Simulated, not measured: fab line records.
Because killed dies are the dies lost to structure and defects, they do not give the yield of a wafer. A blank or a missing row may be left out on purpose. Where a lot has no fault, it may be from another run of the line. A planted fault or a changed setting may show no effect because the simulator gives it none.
Chamber matching    flow n5 finfet    4 sister chambers for N5_BEOL_M10_ETCH_62 on rie diel-03
The step etches SOC in N2/H2, target depth 110 nm, overetch 22 nm, time 165 s. 4 wafers are shown with their chamber, then 7 later ones without.

WAFERS WITH THEIR CHAMBER
wafer   chamber  showerhead plenum p Torr (Torr)
L085.2  3        2.49
L085.6  0        2.70
L089.1  2        2.72
L089.2  1        2.69

WAFERS MISSING THEIR CHAMBER
wafer   showerhead plenum p Torr (Torr)
L089.4  2.72
L088.1  2.69
L088.2  2.69
L088.5  2.72
L095.1  2.71
L095.3  2.48
L095.4  2.68

CHAMBER TAKEN BY EACH
wafer   from the rows above           in truth
L089.4  2                             2
L088.1  can't be placed: 1 or 0       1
L088.2  can't be placed: 1 or 0       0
L088.5  2                             2
L095.1  can't be placed: 0 or 2 or 1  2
L095.3  3                             3
L095.4  can't be placed: 1 or 0       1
Correct placement for 3 of the 7. These rows do not allow placing 4 (true chamber among the candidates in 4). Number placed wrongly: 0.
How it was worked out, from the rows above alone: a wafer's distance from a chamber is the root of the sum, over the readings, of the square of ((its reading less the chamber's mean) divided by the reading's scatter). If the next closest chamber is less than 2 further off than the closest, the wafer can't be placed; otherwise it belongs to the closest. Each chamber's mean is taken over the wafers shown for it. The scatter: with one shown wafer a chamber, the root of the mean of the squares of how far each hidden wafer lies from its nearest shown one.
